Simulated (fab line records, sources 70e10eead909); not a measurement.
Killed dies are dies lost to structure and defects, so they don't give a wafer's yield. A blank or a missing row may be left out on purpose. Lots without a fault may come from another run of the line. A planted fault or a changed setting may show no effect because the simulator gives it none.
fab line records | flow nand_harc
record lots=7 wafers=21 last_day=24
route steps=1159 shown A_CONTACT@960 A_BLC@964 END@1159
lots that met no fault: from a run of the same line without faults
start_h: hours from the record's first day to the start of the lot's first wafer shown | wait_h: hours since the lot's step before | " the same as in the row above | L1.1+2: a row that stands for several wafers | - no value, or no start given | * or withheld: withheld | < > ~ a bound
route shown NAME@n: a module of which the file shows steps, and the number in the route of the first | usual: mean/standard deviation of fault-free wafers | same: alike in all rows | chamber/n: place in a boat | sites: the reading at each site | _std_site: their standard deviation | _edge_site: outer sites' mean less inner sites' | radius_mm: how far each site lies from the wafer's centre | mask NAME#n: copy n | behind: the tool/chamber that last shaped the wafer | hold: why the lot was held/for how many hours/how that ended | device: the transistor (n, p or np) that didn't switch | end of line: the same wafers' tests at the end of the route | a step without rows: its recipe alone | killed: dies lost to structure and defects at the first sort, not the wafer's yield | map: a wafer's dies, x killed, . not, _ none there
set.NAME: the setting as run; set.NAME@STEP: as run at that earlier step | model.NAME: the simulator's own value behind a step, which no gauge read
lots at some steps of the route; a table a step, a row a wafer
services: from which hour (start_h, from the record's first day; less than 0 if before it) a tool's chamber was out of use, for how many hours, and why
## steps
# step NHARC_A_CONTACT_CMP_20
# recipe t_overpolish_s=30 target_thk_nm=300
# usual motor_current_A=12.3/1 overpolish_run_s=30.000/0.0089 time_to_endpoint_s=59/3.2
# columns lot.wafer tool chamber start_h wait_h motor_current_A overpolish_run_s time_to_endpoint_s
L198.2 cmp-04 3 390.04 0.8 13.1 30.000 57
L198.5 " 3 " " 12.8 30.004 58
L198.6 " 0 " " 12.8 30.004 58
L203.1 cmp-03 3 432.25 0.6 13.0 29.995 61
L203.3 " 0 " " 12.6 29.988 61
L203.4 " 1 " " 12.9 29.997 65
L204.1 cmp-03 2 442.21 0.7 12.4 30.005 61
L204.2 " 0 " " 12.2 29.999 60
L204.6 " 2 " " 12.4 30.003 60
L208.1 cmp-04 1 459.28 0.7 13.1 29.999 55
L208.2 " 2 " " 11.1 29.999 60
L208.4 " 3 " " 13.1 30.000 62
L210.4 cmp-04 0 467.91 0.5 12.9 30.020 57
L210.2 " 2 " " 11.6 30.015 58
L210.1 " 3 " " 12.7 29.995 59
L215.4 cmp-03 1 503.13 0.5 11.7 30.012 61
L215.1 " 3 " " 13.0 29.999 59
L215.6 " 0 " " 12.7 29.992 62
L218.4 cmp-04 1 519.04 0.6 12.7 29.998 61
L218.1 " 2 " " 12.0 29.998 63
L218.5 " 3 " " 12.5 30.006 59
# step NHARC_A_CONTACT_SRD_22
# step NHARC_A_CONTACT_INSPECT_23
# usual raw_defect_count=404/100
# columns lot.wafer tool chamber start_h wait_h raw_defect_count
L198.2 defect_inspect-01 - 390.44 0.1 421
L198.5 " - " " 425
L198.6 " - " " 473
L203.1 defect_inspect-01 - 432.66 0.1 303
L203.3 " - " " 394
L203.4 " - " " 248
L204.1 defect_inspect-02 - 442.58 0.1 366
L204.2 " - " " 232
L204.6 " - " " 332
L208.1 defect_inspect-01 - 459.69 0.1 745
L208.2 " - " " 504
L208.4 " - " " 702
L210.1 defect_inspect-01 - 468.32 0.1 600
L210.2 " - " " 479
L210.4 " - " " 525
L215.1 defect_inspect-02 - 503.51 0.1 425
L215.4 " - " " 410
L215.6 " - " " 359
L218.1 defect_inspect-02 - 519.39 0.1 489
L218.4 " - " " 480
L218.5 " - " " 364
# step NHARC_A_BLC_DEHYDRATE_00
# recipe temp_c=150 time_s=120
# step NHARC_A_BLC_HMDS_01
# recipe time_s=30
# step NHARC_A_BLC_COAT_02
# recipe temp_c=260 time_s=75
# step NHARC_A_BLC_COAT_03
# recipe temp_c=225 time_s=65
# step NHARC_A_BLC_COAT_04
# recipe spin_rpm=1500 resist_thk_nm=90
# step NHARC_A_BLC_SOFTBAKE_05
# recipe temp_c=105 time_s=55
# step NHARC_A_BLC_EBR_06
# step NHARC_A_BLC_EXPOSE_07
# recipe na=1.35 target_cd_nm=100 dose_mj=67.97 mask_id=A_BLC
# step NHARC_A_BLC_PEB_08
# recipe peb_temp_c=100 peb_time_s=65
# usual chill_plate_temp_C=23.01/0.11 heater_power_total_W=156.6/0.43 plate_temp_C=99.99/0.12
# columns lot.wafer tool chamber start_h wait_h chill_plate_temp_C heater_power_total_W plate_temp_C
L198.2 litho_track-01 0 390.74 0.1 22.94 156.5 100.15
L198.5 " 0 " " 22.77 157.0 100.10
L198.6 " 0 " " 23.11 156.5 99.73
L203.1 litho_track-04 0 433.09 0.1 22.99 156.1 100.08
L203.3 " 0 " " 22.94 156.1 100.12
L203.4 " 0 " " 22.72 157.1 100.01
L204.1 litho_track-01 0 442.89 0.1 23.14 152.4 97.80
L204.2 " 0 " " 23.21 151.2 98.01
L204.6 " 0 " " 23.06 151.6 97.69
L208.1 litho_track-01 0 460.12 0.1 23.14 152.2 98.00
L208.2 " 0 " " 23.13 151.4 97.94
L208.4 " 0 " " 23.15 151.4 97.70
L210.1 litho_track-01 0 468.75 0.1 22.98 151.4 97.77
L210.2 " 0 " " 23.07 151.9 97.84
L210.4 " 0 " " 23.09 152.4 97.79
L215.1 litho_track-04 0 503.94 0.1 23.13 156.6 100.00
L215.4 " 0 " " 23.11 157.2 100.04
L215.6 " 0 " " 23.13 156.0 99.86
L218.1 litho_track-04 0 519.70 0.1 23.09 156.9 99.97
L218.4 " 0 " " 23.26 156.8 99.94
L218.5 " 0 " " 23.01 157.0 100.11
# step NHARC_A_BLC_DEVELOP_09
# recipe develop_time_s=35 dev_temp_c=23
# step NHARC_A_BLC_CD_MEAS_10
# recipe target_cd_nm=100 landing_energy_ev=500
# usual cd_nm=100.1/0.78
# columns lot.wafer tool chamber start_h wait_h cd_nm
L198.2 cd_sem-03 0 390.82 - 99.4
L198.5 " 0 " " 100.0
L198.6 " 0 " " 99.1
L203.1 cd_sem-02 0 433.17 - 100.1
L203.3 " 0 " " 100.3
L203.4 " 0 " " 101.4
L204.1 cd_sem-01 0 442.97 - 91.5
L204.2 " 0 " " 90.9
L204.6 " 0 " " 91.3
L208.1 cd_sem-02 0 460.20 - 91.8
L208.2 " 0 " " 92.3
L208.4 " 0 " " 91.2
L210.1 cd_sem-03 0 468.82 - 92.7
L210.2 " 0 " " 93.2
L210.4 " 0 " " 92.8
L215.1 cd_sem-01 0 504.02 - 99.0
L215.4 " 0 " " 99.1
L215.6 " 0 " " 100.0
L218.1 cd_sem-03 0 519.78 - 99.7
L218.4 " 0 " " 99.6
L218.5 " 0 " " 101.3
# step NHARC_A_BLC_OVL_MEAS_11
# usual overlay_x_nm=-0.1/0.83 overlay_y_nm=-0.2/0.82
# columns lot.wafer tool chamber start_h wait_h overlay_x_nm overlay_y_nm
L198.2 overlay-02 - 390.91 - -0.4 -1.6
L198.5 " - " " -1.0 -1.3
L198.6 " - " " -0.8 -1.2
L203.1 overlay-02 - 433.26 - -0.5 -0.5
L203.3 " - " " -0.5 -0.4
L203.4 " - " " -0.3 -0.2
L204.1 overlay-01 - 443.05 - 1.4 0.9
L204.2 " - " " 1.7 0.5
L204.6 " - " " 1.1 0.3
L208.1 overlay-02 - 460.29 - -1.4 -0.2
L208.2 " - " " -0.6 -0.5
L208.4 " - " " -1.5 -0.3
L210.1 overlay-01 - 468.91 - 0.5 0.6
L210.2 " - " " 0.5 1.0
L210.4 " - " " 0.0 0.7
L215.1 overlay-02 - 504.11 - -0.3 0.2
L215.4 " - " " 0.0 0.0
L215.6 " - " " 0.4 -0.6
L218.1 overlay-01 - 519.86 - 1.3 -1.4
L218.4 " - " " 1.2 -1.4
L218.5 " - " " 0.9 -1.6
# step NHARC_A_BLC_INSPECT_12
# usual raw_defect_count=32/13
# columns lot.wafer tool chamber start_h wait_h raw_defect_count
L198.2 defect_inspect-01 - 390.95 0.0 44
L198.5 " - " " 37
L198.6 " - " " 38
L203.1 defect_inspect-01 - 433.29 0.0 31
L203.3 " - " " 30
L203.4 " - " " 24
L204.1 defect_inspect-02 - 443.09 0.0 41
L204.2 " - " " 45
L204.6 " - " " 44
L208.1 defect_inspect-01 - 460.32 0.0 50
L208.2 " - " " 48
L208.4 " - " " 52
L210.1 defect_inspect-02 - 468.95 0.0 30
L210.2 " - " " 25
L210.4 " - " " 31
L215.1 defect_inspect-02 - 504.14 0.0 37
L215.4 " - " " 42
L215.6 " - " " 40
L218.1 defect_inspect-01 - 519.90 0.0 48
L218.4 " - " " 69
L218.5 " - " " 68
# step NHARC_A_BLC_DESCUM_15
# recipe time_s=3 o2_flow_sccm=200 ar_flow_sccm=0 bias_power_w=0 chemistry=O2
# usual drypump_motor_current_A=5.7/0.57 oes_product_au=0.995/0.012 rf_vpp_V=57.8/0.91 showerhead_plenum_p_Torr=1.92/0.1 throttle_valve_pct=11.311/0.0089
# columns lot.wafer tool chamber start_h wait_h drypump_motor_current_A oes_product_au rf_hours_counter_h rf_vpp_V showerhead_plenum_p_Torr throttle_valve_pct model.A_BLC.cd_nm
L198.2 rie_diel-08 1 391.03 0.1 5.4 1.002 8 57.6 1.81 11.314 99.63
L198.6 " 2 " " 6.1 0.998 - 57.5 2.02 11.302 99.33
L198.5 " 3 " " 5.7 0.983 - 58.5 1.95 11.314 99.63
L203.3 rie_diel-06 3 433.35 0.1 5.1 0.982 0 58.2 1.88 11.322 100.9
L203.4 " 0 " " 4.9 0.976 0 58.0 2.04 11.314 100.8
L203.1 " 1 " " 6.6 0.990 0 58.4 1.79 11.311 100.6
L204.2 rie_diel-02 1 443.16 0.1 6.3 1.011 40 56.1 1.81 11.315 90.8
L204.1 " 3 " " 5.2 1.010 31 57.8 1.79 11.318 91
L204.6 " 0 " " 6.2 1.007 - 56.0 1.76 11.305 91.81
L208.2 rie_diel-06 2 460.39 0.1 6.0 0.995 3 59.1 2.03 11.317 92.28
L208.4 " 3 " " 5.1 0.986 3 56.7 1.88 11.305 90.88
L208.1 " 0 " " 4.9 0.994 3 57.3 2.03 11.329 91.14
L210.1 rie_diel-06 2 469.02 0.1 6.0 1.000 4 57.9 2.03 11.311 92.52
L210.2 " 0 " " 4.9 0.985 4 59.6 2.03 11.311 92.21
L210.4 " 1 " " 6.6 0.982 4 57.5 1.79 11.307 93.31
L215.1 rie_diel-08 1 504.20 0.1 5.4 0.985 1 57.6 1.81 11.322 98.53
L215.4 " 2 " " 6.1 1.023 1 58.0 2.01 11.304 99.13
L215.6 " 1 " " 5.4 0.992 - 58.5 1.81 11.313 99.95
L218.1 rie_diel-08 1 519.96 0.1 5.4 0.981 2 58.4 1.81 11.296 98.47
L218.4 " 3 " " 5.7 1.011 2 57.3 1.94 11.307 100.6
L218.5 " 2 " " 6.1 1.023 - 59.1 2.01 11.321 100.4
# step NHARC_A_BLC_ETCH_16
# recipe target_depth_a=390 over_etch_frac=0.3 time_s=65 ion_energy_ev=80 cf4_flow_sccm=150 ar_flow_sccm=0 rf_w=300 bias_w=100 chemistry=CF4
# usual cf4_flow_sccm=150.0/0.47 drypump_motor_current_A=5.6/0.56 oes_product_au=0.994/0.012 rf_vpp_V=151.4/1.3 showerhead_plenum_p_Torr=1.77/0.086 throttle_valve_pct=13.282/0.0094
# columns lot.wafer tool chamber start_h wait_h cf4_flow_sccm drypump_motor_current_A oes_product_au rf_hours_counter_h rf_vpp_V showerhead_plenum_p_Torr throttle_valve_pct
L198.2 rie_diel-08 0 391.11 0.1 149.5 5.5 1.008 9 148.2 1.70 13.274
L198.6 " 1 " " 149.6 5.4 1.002 - 151.2 1.68 13.279
L198.5 " 2 " " 149.5 6.1 1.003 - 152.9 1.86 13.290
L203.3 rie_diel-06 1 433.45 0.1 149.9 6.6 0.995 0 152.8 1.66 13.277
L203.4 " 2 " " 150.3 5.9 1.009 0 152.3 1.87 13.280
L203.1 " 3 " " 150.1 5.1 0.983 0 150.5 1.74 13.277
L204.2 rie_diel-02 2 443.25 0.1 150.7 5.8 0.994 37 153.3 1.90 13.273
L204.1 " 3 " " 149.8 5.2 1.004 31 151.4 1.66 13.273
L204.6 " 1 " " 149.4 6.3 0.996 - 149.1 1.68 13.269
L208.2 rie_diel-06 0 460.47 0.1 150.7 4.9 0.981 3 151.1 1.87 13.287
L208.1 " 1 " " 149.1 6.6 0.997 3 149.8 1.66 13.280
L208.4 " 2 " " 150.4 5.9 1.004 3 151.6 1.87 13.292
L210.2 rie_diel-06 3 469.10 0.1 149.6 5.1 0.978 4 150.1 1.74 13.283
L210.1 " 1 " " 149.6 6.6 0.995 4 149.4 1.66 13.264
L210.4 " 2 " " 149.9 6.0 0.991 4 152.6 1.87 13.268
L215.4 rie_diel-08 1 504.30 0.1 150.1 5.4 0.990 1 149.6 1.68 13.280
L215.1 " 2 " " 150.0 6.2 1.013 1 154.0 1.85 13.275
L215.6 " 3 " " 150.5 5.7 0.995 - 151.9 1.79 13.297
L218.1 rie_diel-08 1 520.05 0.1 149.3 5.4 0.988 2 151.1 1.68 13.289
L218.4 " 3 " " 150.6 5.7 0.985 2 152.2 1.79 13.296
L218.5 " 1 " " 150.0 5.4 0.978 - 149.9 1.68 13.281
# step NHARC_A_BLC_ETCH_17
# recipe target_depth_a=3900 over_etch_frac=0.25 time_s=609.38 ion_energy_ev=200 n2_flow_sccm=150 h2_flow_sccm=150 ar_flow_sccm=0 rf_w=400 bias_w=150 chemistry=N2/H2
# usual drypump_motor_current_A=5.7/0.57 oes_product_au=0.995/0.013 rf_vpp_V=431/3.1 showerhead_plenum_p_Torr=2.05/0.11 throttle_valve_pct=14.170/0.0097
# columns lot.wafer tool chamber start_h wait_h drypump_motor_current_A oes_product_au rf_hours_counter_h rf_vpp_V showerhead_plenum_p_Torr throttle_valve_pct
L198.2 rie_diel-08 3 - - 5.7 0.979 9 432 2.08 14.157
L198.6 " 2 " " 6.1 0.985 - 432 2.15 14.167
L198.5 " 3 " " 5.7 0.984 - 431 2.08 14.167
L203.3 rie_diel-06 1 - - 6.6 1.003 0 427 1.91 14.170
L203.4 " 2 " " 5.9 1.010 0 435 2.17 14.172
L203.1 " 3 " " 5.1 0.984 0 430 2.01 14.178
L204.1 rie_diel-02 2 - - 5.8 0.989 37 434 2.20 14.169
L204.2 " 3 " " 5.2 1.002 31 427 1.90 14.180
L204.6 " 0 " " 6.3 0.994 - 424 1.88 14.167
L208.1 rie_diel-06 0 - - 4.9 0.994 3 436 2.17 14.167
L208.4 " 1 " " 6.6 0.991 3 426 1.90 14.185
L208.2 " 2 " " 6.0 1.006 3 433 2.17 14.162
L210.2 rie_diel-06 3 - - 5.1 0.981 4 431 2.01 14.176
L210.1 " 1 " " 6.6 0.986 4 428 1.90 14.178
L210.4 " 2 " " 5.9 0.996 4 434 2.17 14.187
L215.1 rie_diel-08 2 - - 6.1 1.022 1 433 2.15 14.180
L215.4 " 1 " " 5.4 1.005 1 427 1.92 14.170
L215.6 " 3 " " 5.7 1.013 - 433 2.07 14.193
L218.4 rie_diel-08 3 - - 5.7 0.985 2 430 2.07 14.166
L218.1 " 0 " " 5.5 0.970 2 427 1.95 14.166
L218.5 " 1 " " 5.4 0.982 - 426 1.92 14.172
# step NHARC_A_BLC_ETCH_18
# recipe target_depth_a=9100 c4f8_flow_sccm=20 o2_flow_sccm=10 ar_flow_sccm=withheld rf_w=600 bias_w=1500 chemistry=C4F8/O2/Ar
# usual oes_product_au=0.949/0.022 rf_vpp_V=978/6.9
# columns lot.wafer tool chamber start_h wait_h oes_product_au rf_hours_counter_h rf_vpp_V model.A_BLC.cd_nm
L198.2 rie_diel-08 0 - - 0.927 9 973 100.9
L198.6 " 3 " " 0.915 - 981 93.06
L198.5 " 0 " " 0.934 - 973 100.9
L203.4 rie_diel-06 2 - - 0.992 0 987 97.58
L203.3 " 3 " " 0.950 0 977 100.1
L203.1 " 0 " " 0.939 0 987 99.47
L204.1 rie_diel-02 2 - - 0.920 37 990 92.51
L204.2 " 3 " " 0.927 31 970 87.37
L204.6 " 2 " " 0.915 - 990 93.22
L208.4 rie_diel-06 0 - - 0.966 3 987 91.98
L208.2 " 2 " " 0.963 3 987 90.81
L208.1 " 3 " " 0.966 3 976 84.07
L210.4 rie_diel-06 0 - - 0.966 4 985 88.64
L210.2 " 1 " " 0.966 4 969 91.73
L210.1 " 3 " " 0.944 4 975 88.86
L215.4 rie_diel-08 1 - - 0.959 1 971 97.68
L215.1 " 2 " " 1.002 2 985 97.46
L215.6 " 0 " " 0.973 - 972 98.08
L218.4 rie_diel-08 3 - - 0.972 3 980 103.6
L218.1 " 2 " " 0.975 3 985 99.47
L218.5 " 3 " " 0.969 - 981 98.08
# step NHARC_A_BLC_CD_MEAS_19
# usual cd_nm=98.9/2.7
# columns lot.wafer tool chamber start_h wait_h cd_nm
L198.2 cd_sem-02 - 391.98 - 100.9
L198.5 " - " " 100.9
L198.6 " - " " 92.7
L203.1 cd_sem-02 - 434.32 - 99.4
L203.3 " - " " 100.3
L203.4 " - " " 97.9
L204.1 cd_sem-03 - 444.11 - 92.5
L204.2 " - " " 87.5
L204.6 " - " " 92.8
L208.1 cd_sem-03 - 461.35 - 84.3
L208.2 " - " " 91.0
L208.4 " - " " 92.0
L210.1 cd_sem-02 - 469.99 - 88.9
L210.2 " - " " 91.8
L210.4 " - " " 88.6
L215.1 cd_sem-03 - 505.19 - 97.5
L215.4 " - " " 97.5
L215.6 " - " " 98.0
L218.1 cd_sem-02 - 521.08 - 99.3
L218.4 " - " " 103.6
L218.5 " - " " 98.0
# step NHARC_A_BLC_STRIP_29
# recipe cf4_flow_sccm=150 ar_flow_sccm=0 bias_w=0 chemistry=CF4
# usual cf4_flow_sccm=150.1/0.41 drypump_motor_current_A=5.7/0.51 oes_product_au=0.997/0.012 rf_vpp_V=59.3/0.86 showerhead_plenum_p_Torr=1.77/0.084 throttle_valve_pct=13.285/0.009
# columns lot.wafer tool chamber start_h wait_h cf4_flow_sccm drypump_motor_current_A oes_product_au rf_hours_counter_h rf_vpp_V showerhead_plenum_p_Torr throttle_valve_pct
L198.2 rie_diel-08 3 392.07 0.1 150.0 5.7 0.988 10 58.6 1.80 13.281
L198.6 " 1 " " 150.0 5.4 1.006 - 58.8 1.68 13.296
L198.5 " 2 " " 150.0 6.1 0.992 - 59.4 1.86 13.285
L203.1 rie_diel-06 2 434.39 0.1 150.0 6.0 1.012 0 59.0 1.87 13.266
L203.4 " 0 " " 150.7 4.9 0.977 0 60.1 1.87 13.279
L203.3 " 1 " " 150.0 6.6 0.998 0 59.3 1.66 13.280
L204.2 rie_diel-06 1 444.20 0.1 150.1 6.6 0.982 1 58.6 1.66 13.299
L204.1 " 3 " " 149.8 5.1 0.981 1 58.8 1.74 13.293
L204.6 " 1 " " 149.9 6.6 1.007 - 58.8 1.66 13.277
L208.2 rie_diel-08 0 461.44 0.1 149.7 5.4 1.006 17 58.7 1.70 13.270
L208.4 " 1 " " 150.0 5.4 1.004 16 60.1 1.68 13.283
L208.1 " 2 " " 149.7 6.1 0.999 18 60.6 1.85 13.283
L210.2 rie_diel-06 2 470.06 0.1 150.5 6.0 0.998 4 59.5 1.87 13.294
L210.4 " 0 " " 150.2 4.9 0.987 4 59.6 1.87 13.262
L210.1 " 1 " " 149.8 6.6 0.989 4 58.5 1.66 13.289
L215.1 rie_diel-08 0 505.28 0.1 150.6 5.5 0.997 1 59.1 1.70 13.300
L215.4 " 2 " " 150.8 6.1 1.024 2 58.6 1.85 13.275
L215.6 " 0 " " 150.1 5.5 0.997 - 60.4 1.70 13.269
L218.4 rie_diel-08 0 521.15 0.1 150.1 5.5 0.988 3 59.8 1.70 13.265
L218.1 " 2 " " 150.6 6.1 1.028 3 60.9 1.85 13.278
L218.5 " 0 " " 150.1 5.5 0.986 - 59.3 1.70 13.266
# step NHARC_END_SORT_01
# recipe temp_c=25
# usual killed_at_array=31/11 killed_at_other=0.5/0.78 killed_at_periphery=3.0/2 killed_dies=34/12 killed_open=3.2/2 killed_short=1.9/1.6
# same gross_dies=677
# columns lot.wafer tool chamber start_h wait_h killed_at_array killed_at_other killed_at_periphery killed_dies killed_open killed_short
L204.2 prober-01 0 490.27 2.8 41 5 0 46 2 2
L208.1 prober-02 0 510.06 2.5 44 0 3 47 4 3
L208.2 prober-02 0 510.87 2.8 52 0 3 55 6 6
L208.4 prober-02 0 512.47 3.4 55 0 1 56 5 2
L210.2 prober-01 0 518.60 2.8 20 1 2 23 2 0
L210.4 prober-01 0 520.21 3.4 32 0 6 38 2 4
# killed by level:class
L204.2 A_CHANNEL_HOLE_D1:chamber_film_flake=14 A_SLIT:chamber_film_flake=14 THIN_TSV:chamber_film_flake=4 A_STAIRCASE:chamber_film_flake=3 A_WL_FILL:chamber_film_flake=2 A_CHANNEL_FILL_D1:chamber_film_flake=2 A_CONTACT:chamber_film_flake=2 A_ONON_D1:geometric_particle:short=1
L208.1 A_CHANNEL_HOLE_D1:chamber_film_flake=14 A_SLIT:chamber_film_flake=14 A_STAIRCASE:chamber_film_flake=7 A_BLC:area_peb=3 P_GATE:geometric_particle:open=1 P_CONTACT:geometric_particle:open=1 P_M0:geometric_particle:open=1 A_CHANNEL_HOLE_D1:geometric_particle:short=1
L208.2 A_CHANNEL_HOLE_D1:chamber_film_flake=15 A_SLIT:chamber_film_flake=14 A_STAIRCASE:chamber_film_flake=7 A_ONON_D1:geometric_particle:short=4 A_CHANNEL_FILL_D1:geometric_particle:open=2 A_CHANNEL_FILL_D1:chamber_film_flake=2 A_BLC:area_peb=2 P_CONTACT:geometric_particle:open=1
L208.4 A_SLIT:chamber_film_flake=19 A_CHANNEL_HOLE_D1:chamber_film_flake=17 A_STAIRCASE:chamber_film_flake=9 A_M0:geometric_particle:open=2 A_CONTACT:chamber_film_flake=2 P_M1:geometric_particle:open=1 A_SOURCE_PLATE:geometric_particle:short=1 A_CHANNEL_FILL_D1:geometric_particle:short=1
L210.2 A_SLIT:chamber_film_flake=15 A_CHANNEL_HOLE_D1:chamber_film_flake=3 A_ONON_D1:geometric_particle:open=1 A_BLC:geometric_particle:open=1 P_ZERO_WELL:chamber_film_flake=1 P_STI:chamber_film_flake=1 THIN_TSV:chamber_film_flake=1
L210.4 A_SLIT:chamber_film_flake=13 A_CHANNEL_HOLE_D1:chamber_film_flake=8 A_BLC:area_peb=4 A_CONTACT:chamber_film_flake=3 P_STI:chamber_film_flake=2 P_M0:geometric_particle:open=1 P_M0:geometric_particle:short=1 A_SOURCE_PLATE:geometric_particle:short=1
## services
# columns tool chamber start_h hours kind
cmp-03 - 374.10 4.0 repair
cmp-03 - 382.34 0.8 repair
rie_diel-08 0 384.37 - clean
rie_diel-08 1 384.37 - clean
rie_diel-08 2 384.37 - clean
rie_diel-08 3 384.37 - clean
cmp-03 - 387.47 4.0 repair
cmp-04 - 400.15 4.0 pm
rie_diel-08 3 402.80 16.6 repair
cmp-03 - 405.59 4.0 pm
rie_diel-08 0 408.91 - clean
rie_diel-08 1 408.91 - clean
rie_diel-06 - 418.20 9.0 pm
litho_track-01 - 443.00 7.0 pm
cmp-03 - 443.60 0.5 repair
cmp-03 - 465.08 2.7 repair
rie_diel-02 2 467.67 16.4 repair
rie_diel-08 1 468.33 24.8 repair
cmp-04 - 478.00 1.6 repair
rie_diel-08 - 478.87 9.0 pm
litho_track-04 - 491.00 7.0 pm
cmp-04 - 498.15 4.0 pm
cmp-03 - 503.59 4.0 pm
rie_diel-02 - 504.85 9.0 pm
## key
first_sign step=NHARC_A_BLC_PEB_08 reading=plate_temp_C direction=down sigmas=19 usual=* struck=*
effect step=NHARC_A_BLC_PEB_08 reading=heater_power_total_W direction=down sigmas=11 usual=* struck=*
effect step=NHARC_A_BLC_CD_MEAS_10 reading=cd_nm direction=down sigmas=10 usual=100.1 struck=92.0 through=control_loop
effect step=NHARC_A_BLC_CD_MEAS_19 reading=cd_nm direction=down sigmas=3.4 usual=98.9 struck=89.9 through=control_loop
model_effect step=NHARC_A_BLC_DESCUM_15 value=A_BLC.cd_nm without=99.59 struck=91.77
model_effect step=NHARC_A_BLC_ETCH_18 value=A_BLC.cd_nm without=97.73 struck=89.91
met_at NHARC_A_BLC_PEB_08
struck_wafers L204.1,L204.2,L204.6,L208.1,L208.2,L208.4,L210.1,L210.2,L210.4
tester_left_out L204,L208,L210
loop_trim step=NHARC_A_BLC_EXPOSE_07 setting=dose lots=L210
onset_between 390.74 442.89
fault kind=process_parameter_drift tool=litho_track-01 chamber=- onset_h=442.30 steps=NHARC_A_BLC_PEB_08 channel=peb_temp_c offset=* shape=step end_h=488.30 acts_in=* stated=*
# tester_left_out: of these lots the tester's yield and bins aren't shown, on N5 and GAA mostly nor the transistor test; their killed dies are dies lost to structure and defects alone, not to doping, threshold or leakage, so they don't give the yield
# loop_trim: a control loop set the setting to another value than it would have without faults
